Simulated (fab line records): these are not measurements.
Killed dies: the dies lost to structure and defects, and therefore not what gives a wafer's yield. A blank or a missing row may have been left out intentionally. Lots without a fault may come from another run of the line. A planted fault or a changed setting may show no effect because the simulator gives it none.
fab line records	flow n5-finfet
record lots=6	wafers=16	last-day=17
route steps=1938 shown BEOL_M4@1026 PASSIVATION@1936
lots with no fault: from the same line, run without faults
start-h: the number of hours between the record's first day and the start of the first shown wafer of the lot	wait-h: time in hours since the lot's previous step	" as in the row above	L1.1+2: a single row standing in for several wafers	- no value, or no start was given	* or withheld: withheld	< > ~ a bound
route shown NAME@n: NAME is a module with steps in the file, n the number in the route of the first one	usual: mean/standard deviation of fault-free wafers	same: alike in all rows	chamber/n: place in a boat	sites: readings site by site	_std_site: their standard deviation	_edge_site: the outer-site mean with the inner-site mean subtracted	radius-mm: for every site, how far away it sits from the centre of the wafer	mask NAME#n: copy n	behind: the most recent tool/chamber to have shaped the wafer	hold: the reason the lot was held/the length of the hold in hours/how it ended	device: the n, p or np transistor that did not switch	end of line: the tests these same wafers got at the end of their route	a step with no rows: only its recipe	killed: dies that structure and defects cost at the first sort, which is not the same as the wafer's yield	map: the dies of a wafer, with x for killed, . for not killed, _ for no die there
set.NAME: setting as actually run; set.NAME@STEP: the setting as run at that earlier step	model.NAME: the simulator's own value behind a step, which no gauge read
lots at selected steps of the route; one table per step, one row per wafer
services: when a tool's chamber went out of use (start-h, in hours from the record's first day, below 0 if earlier), for how many hours, and the reason
## steps
# step N5_BEOL_M4_COAT_62
# recipe resist=SiARC	temp-c=220	time-s=60	spin-rpm=1500	resist-thk-nm=12
# step N5_BEOL_M4_COAT_73
# recipe resist=underlayer	temp-c=205	time-s=60	spin-rpm=1500	resist-thk-nm=5
# step N5_BEOL_M4_COAT_05
# recipe resist=CAR-EUV	spin-rpm=1500	resist-thk-nm=30
# step N5_BEOL_M4_EBR_07
# recipe solvent=PGMEA	ebr-width-mm=1.5
# step N5_BEOL_M4_SOFTBAKE_06
# recipe temp-c=110	time-s=60	resist=CAR-EUV
# step N5_BEOL_M4_EXPOSE_08
# recipe mask-id=M4	na=0.33	source-shape=dipole	sigma-inner=0.369	sigma-outer=0.767	polarization=unpolarized	dose-mj=41.25
# step N5_BEOL_M4_PEB_09
# recipe peb-temp-c=100	peb-time-s=60	resist=CAR-EUV
# step N5_BEOL_M4_DEVELOP_10
# recipe develop-time-s=30	developer=TMAH	resist=CAR-EUV	rinse-liquid=surfactant-rinse	dry=air-spin	dev-temp-c=23
# step N5_BEOL_M4_CD_MEAS_11
# recipe target-cd-nm=16.79	landing-energy-ev=500	detector=se-inlens	polarity=opening
# usual cd-nm=16.80/0.22
lot.wafer	tool	chamber	start-h	wait-h	cd-nm
L598.1	cd-sem-03	0	170.14	-	16.76
L598.3	"	0	"	"	16.23
L598.4	"	0	"	"	16.89
L600.2	cd-sem-02	0	191.94	-	16.62
L600.4	"	0	"	"	16.58
L600.6	"	0	"	"	16.36
L608.2	cd-sem-02	0	236.37	-	17.01
L608.6	"	0	"	"	16.62
L609.2	cd-sem-03	0	240.11	-	16.79
L609.4	"	0	"	"	16.85
L613.2	cd-sem-01	0	264.91	-	17.12
L613.5	"	0	"	"	16.78
L613.6	"	0	"	"	16.65
L618.2	cd-sem-03	0	288.80	-	17.04
L618.4	"	0	"	"	16.73
L618.6	"	0	"	"	16.95
# step N5_BEOL_M4_OVL_MEAS_12
# recipe points-per-wafer=522
# usual M4_OVL=0.7/0.74
lot.wafer	tool	chamber	start-h	wait-h	M4_OVL[nm]
L598.1	overlay-01	0	170.17	0.0	0.3
L598.3	"	0	"	"	1.0
L598.4	"	0	"	"	1.4
L600.2	overlay-02	0	191.98	0.0	2.6
L600.4	"	0	"	"	2.8
L600.6	"	0	"	"	2.1
L608.2	overlay-01	0	236.41	0.0	-0.1
L608.6	"	0	"	"	0.7
L609.2	overlay-01	0	240.15	0.0	-0.4
L609.4	"	0	"	"	-0.5
L613.2	overlay-02	0	264.95	0.0	0.8
L613.5	"	0	"	"	0.0
L613.6	"	0	"	"	0.5
L618.2	overlay-02	0	288.84	0.0	1.4
L618.4	"	0	"	"	1.3
L618.6	"	0	"	"	2.4
# step N5_BEOL_M4_INSPECT_13
# recipe mode=adi	inspect-instrument=brightfield
# usual raw-defect-count=426/99
lot.wafer	tool	chamber	start-h	wait-h	raw-defect-count
L598.1	defect-inspect-01	-	170.23	0.1	450
L598.3	"	-	"	"	624
L598.4	"	-	"	"	435
L600.2	defect-inspect-02	-	192.03	0.0	324
L600.4	"	-	"	"	274
L600.6	"	-	"	"	367
L608.2	defect-inspect-01	-	236.46	0.0	548
L608.6	"	-	"	"	394
L609.2	defect-inspect-02	-	240.20	0.0	551
L609.4	"	-	"	"	381
L613.2	defect-inspect-02	-	265.00	0.0	401
L613.5	"	-	"	"	355
L613.6	"	-	"	"	567
L618.2	defect-inspect-01	-	288.89	0.0	486
L618.4	"	-	"	"	438
L618.6	"	-	"	"	498
# step N5_BEOL_M4_DESCUM_16
# recipe chemistry=O2	time-s=7	source-power-w=50	bias-power-w=20	pressure-mtorr=20	rf-frequency-hz=2.712e+07	temp-c=40	resist=CAR-EUV	o2-flow-sccm=225
# usual drypump-motor-current-A=5.7/0.47	oes-product-au=0.75/0.06	rf-vpp-V=243.6/1.1	showerhead-plenum-p-Torr=2.12/0.048	throttle-valve-pct=20.56/0.29
lot.wafer	tool	chamber	start-h	wait-h	drypump-motor-current-A	oes-product-au	rf-hours-counter-h	rf-vpp-V	showerhead-plenum-p-Torr	throttle-valve-pct
L598.1	rie-diel-06	1	171.21	1.0	5.7	0.69	201	245.2	2.17	20.61
L598.3	"	0	"	"	6.4	0.70	198	243.8	2.08	20.88
L598.4	"	2	"	"	5.5	0.78	114	243.3	2.09	20.25
L600.2	rie-diel-05	0	192.15	0.1	5.5	0.79	124	243.7	2.11	20.72
L600.4	"	1	"	"	6.2	0.83	89	244.7	2.12	20.63
L600.6	"	2	"	"	4.9	0.73	-	244.4	2.17	20.17
L608.2	rie-diel-05	3	236.49	0.0	5.5	0.78	112	246.1	2.22	20.41
L608.6	"	3	"	"	5.5	0.79	-	245.5	2.22	20.43
L609.2	rie-diel-05	2	240.23	0.0	4.9	0.71	207	243.5	2.16	20.22
L609.4	"	1	"	"	6.2	0.81	107	243.7	2.11	20.65
L613.2	rie-diel-06	3	265.04	0.0	5.7	0.79	117	244.1	2.11	20.66
L613.5	"	3	"	"	5.7	0.80	-	244.2	2.11	20.66
L613.6	"	2	"	"	5.5	0.75	-	243.6	2.08	20.30
L618.2	rie-diel-06	1	288.92	0.0	5.7	0.67	243	244.7	2.16	20.70
L618.4	"	3	"	"	5.7	0.80	124	243.2	2.11	20.69
L618.6	"	2	"	"	5.5	0.74	-	243.2	2.08	20.31
# step N5_BEOL_M4_ETCH_74
# recipe chemistry=N2/H2	target=underlayer	target-depth-a=65	mask-material=CAR-EUV	time-s=5.2	ion-energy-ev=200	pressure-mtorr=30	source-w=840	bias-w=150	n2-flow-sccm=200	h2-flow-sccm=200	ends=cleared
# usual drypump-motor-current-A=5.8/0.48	etch-rf-on-time-s=5.21/0.1	oes-product-au=0.64/0.051	rf-vpp-V=524.6/2	showerhead-plenum-p-Torr=2.57/0.058	throttle-valve-pct=17.96/0.23
lot.wafer	tool	chamber	start-h	wait-h	drypump-motor-current-A	etch-rf-on-time-s	oes-product-au	rf-hours-counter-h	rf-vpp-V	showerhead-plenum-p-Torr	throttle-valve-pct
L598.1	rie-diel-06	1	171.24	0.0	5.7	5.17	0.60	201	526.4	2.62	17.87
L598.3	"	0	"	"	6.4	5.27	0.59	198	520.0	2.52	18.27
L598.4	"	2	"	"	5.5	5.32	0.66	114	527.9	2.56	17.80
L600.2	rie-diel-05	0	192.19	0.0	5.5	4.99	0.67	124	522.3	2.54	17.94
L600.4	"	1	"	"	6.2	5.11	0.72	89	523.5	2.56	18.00
L600.6	"	2	"	"	4.9	5.32	0.61	-	526.9	2.64	17.69
L608.2	rie-diel-05	3	236.53	0.0	5.5	5.25	0.67	112	525.2	2.65	17.67
L608.6	"	3	"	"	5.5	7.40	0.57	-	526.2	2.65	17.65
L609.2	rie-diel-05	2	240.27	0.0	4.9	5.30	0.60	207	526.5	2.63	17.72
L609.4	"	1	"	"	6.2	7.30	0.58	107	522.8	2.56	18.02
L613.2	rie-diel-06	3	265.07	0.0	5.7	5.12	0.68	117	523.2	2.55	18.00
L613.5	"	3	"	"	5.7	5.08	0.69	-	525.9	2.55	18.00
L613.6	"	2	"	"	5.5	5.31	0.63	-	524.0	2.55	17.86
L618.2	rie-diel-06	1	288.96	0.0	5.7	5.16	0.57	243	526.7	2.60	17.92
L618.4	"	3	"	"	5.7	5.14	0.66	124	524.5	2.55	18.03
L618.6	"	2	"	"	5.5	5.32	0.62	-	523.9	2.54	17.89
# step N5_BEOL_M4_ETCH_63
# recipe chemistry=CF4	target=SiARC	target-depth-a=156	mask-material=CAR-EUV	time-s=26	ion-energy-ev=80	pressure-mtorr=40	source-w=545	bias-w=36	Ar_flow_sccm=100	cf4-flow-sccm=100	ends=cleared
# usual drypump-motor-current-A=5.7/0.48	etch-rf-on-time-s=25.9/0.42	mfc-ar-sccm=100.02/0.29	oes-product-au=0.65/0.051	rf-vpp-V=184.3/1.1	showerhead-plenum-p-Torr=2.16/0.041	throttle-valve-pct=15.72/0.24
lot.wafer	tool	chamber	start-h	wait-h	drypump-motor-current-A	etch-rf-on-time-s	mfc-ar-sccm	oes-product-au	rf-hours-counter-h	rf-vpp-V	showerhead-plenum-p-Torr	throttle-valve-pct
L598.1	rie-diel-06	1	171.26	0.0	5.7	25.4	100.08	0.60	201	184.8	2.21	15.77
L598.3	"	0	"	"	6.4	26.2	100.22	0.60	198	184.0	2.13	15.94
L598.4	"	2	"	"	5.5	26.2	99.67	0.67	114	185.9	2.16	15.53
L600.2	rie-diel-05	0	192.20	0.0	5.5	24.7	100.67	0.67	124	183.5	2.15	15.87
L600.4	"	1	"	"	6.2	25.6	100.30	0.70	89	183.7	2.17	15.71
L600.6	"	2	"	"	4.9	26.4	99.85	0.62	-	184.4	2.21	15.41
L608.2	rie-diel-05	3	236.55	0.0	5.5	26.0	99.92	0.68	112	184.2	2.24	15.42
L608.6	"	3	"	"	5.5	26.0	99.60	0.68	-	183.1	2.24	15.42
L609.2	rie-diel-05	2	240.29	0.0	4.9	26.0	100.01	0.61	207	184.1	2.20	15.46
L609.4	"	1	"	"	6.2	25.8	99.89	0.70	107	183.7	2.16	15.73
L613.2	rie-diel-06	3	265.09	0.0	5.7	25.8	99.25	0.68	117	184.1	2.16	15.75
L613.5	"	3	"	"	5.7	25.7	99.27	0.68	-	183.1	2.16	15.76
L613.6	"	2	"	"	5.5	26.2	100.12	0.64	-	184.2	2.14	15.61
L618.2	rie-diel-06	1	288.98	0.0	5.7	25.5	99.90	0.57	243	184.6	2.19	15.85
L618.4	"	3	"	"	5.7	25.5	100.19	0.68	124	183.9	2.15	15.77
L618.6	"	2	"	"	5.5	26.1	100.53	0.63	-	184.7	2.14	15.61
# step N5_BEOL_M4_RC_MEAS_101
# usual DIBL_N=35.9/1.6	DIBL_P=35.6/2.1	IOFF_N=0.149/0.029	IOFF_P=0.20/0.033	ION_N=671/11	ION_P=460/7.3	SS_N=71.4/0.62	SS_P=73.2/0.65	VT_N=251/3.1	VT_P=-251/3.4
lot.wafer	tool	chamber	start-h	wait-h	DIBL_N[mV/V]	DIBL_P[mV/V]	IOFF_N[nA/um]	IOFF_P[nA/um]	ION_N[uA/um]	ION_P[uA/um]	SS_N[mV/dec]	SS_P[mV/dec]	VT_N[mV]	VT_P[mV]
L598.1	prober-02	0	182.49	0.0	33.2	34.0	0.116	0.15	670	453	70.9	71.6	253	-258
L598.3	"	0	"	"	34.1	33.9	0.121	0.14	673	455	70.6	72.2	254	-258
L598.4	"	0	"	"	33.8	34.1	0.112	0.14	658	454	71.2	72.1	255	-260
L600.2	prober-02	0	199.87	0.2	32.4	30.0	0.096	0.14	664	464	70.0	71.4	256	-251
L600.4	"	0	"	"	37.6	35.8	0.164	0.21	673	468	72.2	72.9	249	-251
L600.6	"	0	"	"	34.1	31.9	0.115	0.17	673	464	70.5	72.5	254	-250
L608.2	prober-01	0	246.75	0.2	35.4	34.4	0.139	0.21	665	465	71.1	73.7	250	-249
L608.6	"	0	"	"	33.1	31.5	0.106	0.16	668	457	70.7	72.6	253	-251
L609.2	prober-02	0	254.39	0.2	35.6	36.1	0.141	0.19	671	457	71.3	73.5	253	-251
L609.4	"	0	"	"	39.2	39.5	0.203	0.25	683	461	72.8	74.5	250	-250
L613.2	prober-02	0	277.19	0.2	36.8	36.9	0.144	0.19	669	458	71.6	73.3	252	-255
L613.5	"	0	"	"	36.0	35.6	0.131	0.17	663	458	71.7	73.1	251	-253
L613.6	"	0	"	"	35.4	34.2	0.122	0.16	664	453	71.1	73.3	254	-253
L618.2	prober-02	0	303.91	0.2	39.4	39.3	0.237	0.26	691	466	73.0	74.6	247	-247
L618.4	"	0	"	"	33.0	32.5	0.124	0.16	677	458	70.6	72.5	251	-251
L618.6	"	0	"	"	36.5	35.8	0.169	0.20	688	464	71.6	73.4	249	-251
# step N5_PASSIVATION_PROBE_49
# usual defect-limited-yield=90.9/1.5	killed_at_M0_to_M3=36/9.9	killed_at_M4_up=13/4.5	killed-at-contacts=13/6.4	killed-at-front-end=42/12	killed-at-other=3.4/3	killed-dies=107/18	killed-open=69/13	killed-short=35/8.2	sort_bin_5_function=5.3/1.1	sort_bin_6_memory=3.4/0.69	sort-n-pass=1073/18	sort-yield-pct=90.9/1.5
# same gross-dies=1180	killed-at-back-side=0	sort_bin_4_leakage[%]=0	sort_bin_8_speed[%]=0
lot.wafer	tool	chamber	start-h	wait-h	defect-limited-yield[%]	killed_at_M0_to_M3	killed_at_M4_up	killed-at-contacts	killed-at-front-end	killed-at-other	killed-dies	killed-open	killed-short	sort_bin_5_function[%]	sort_bin_6_memory[%]	sort-n-pass	sort-yield-pct[%]
L598.1	prober-01	-	284.83	0.0	89.3	38	17	12	58	1	126	81	42	5.8	4.6	1054	89.3
L598.3	prober-01	-	284.93	0.1	92.9	21	12	9	37	5	84	68	13	4.7	2.5	1096	92.9
L598.4	prober-01	-	284.98	0.2	92.1	22	19	11	39	2	93	55	30	4.5	2.5	1087	92.1
L609.2	prober-01	-	352.13	0.1	91.9	35	14	10	31	5	95	69	25	5.1	2.7	1085	91.9
L609.4	prober-01	-	352.23	0.2	90.0	54	13	11	39	1	118	69	47	6.2	3.2	1062	90.0
# killed by level:class
L598.1 FIN_SAQP:geometric-particle:short=16 MOL_CONTACT_COAG:geometric-particle:open=10 BEOL_M0_SAQP:geometric-particle:open=10 BEOL_M4:geometric-particle:open=10 BEOL_M3:geometric-particle:open=9 DUMMY_GATE:geometric-particle:open=8 BEOL_M0_SAQP:geometric-particle:short=8 FIN_SAQP:geometric-particle:open=6
L598.3 FIN_SAQP:geometric-particle:open=12 MOL_CONTACT_COAG:geometric-particle:open=9 STI_FIN_REVEAL:geometric-particle:open=8 BEOL_M1:geometric-particle:open=7 BEOL_M2:geometric-particle:open=6 BEOL_M0_SAQP:geometric-particle:open=4 FIN_SAQP:geometric-particle:short=3 DUMMY_GATE:geometric-particle:open=3
L598.4 MOL_CONTACT_COAG:geometric-particle:open=9 HKMG_FIN:area-etch=8 STI_FIN_REVEAL:geometric-particle:open=7 BEOL_M0_SAQP:geometric-particle:short=7 BEOL_M4:geometric-particle:open=6 BEOL_M5:geometric-particle:open=6 DUMMY_GATE:geometric-particle:open=5 BEOL_M3:geometric-particle:open=5
L609.2 MOL_CONTACT_COAG:geometric-particle:open=10 BEOL_M0_SAQP:geometric-particle:open=9 BEOL_M4:geometric-particle:open=8 BEOL_M2:geometric-particle:open=7 STI_FIN_REVEAL:geometric-particle:open=6 FIN_SAQP:geometric-particle:short=5 BEOL_M1:geometric-particle:open=5 BEOL_M3:geometric-particle:open=4
L609.4 BEOL_M0_SAQP:geometric-particle:short=20 BEOL_M0_SAQP:geometric-particle:open=14 GATE_CUT:geometric-particle:short=11 BEOL_M1:geometric-particle:open=10 STI_FIN_REVEAL:geometric-particle:open=7 MOL_CONTACT_COAG:geometric-particle:open=7 BEOL_M2:geometric-particle:open=6 FIN_SAQP:geometric-particle:open=5
## services
tool	chamber	start-h	hours	kind
rie-diel-06	1	161.09	4.9	repair
rie-diel-05	2	164.28	5.6	repair
rie-diel-06	3	211.16	15.1	repair
rie-diel-06	1	233.21	4.6	repair
rie-diel-06	-	242.52	0.3	repair
## key
first-sign step=N5_BEOL_M4_ETCH_74	reading=etch-rf-on-time-s	direction=up	sigmas=21	usual=*	struck=*
effect none on later readings
met-at N5_BEOL_M4_ETCH_74
struck-wafers L608.6,L609.4
onset-between 192.19 236.53
fault kind=process-parameter-drift	tool=rie-diel-05	chamber=-	onset-h=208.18	steps=N5_BEOL_M4_ETCH_74	channel=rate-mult	offset=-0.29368	shape=step	end-h=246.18	scope=struck-wafers-only
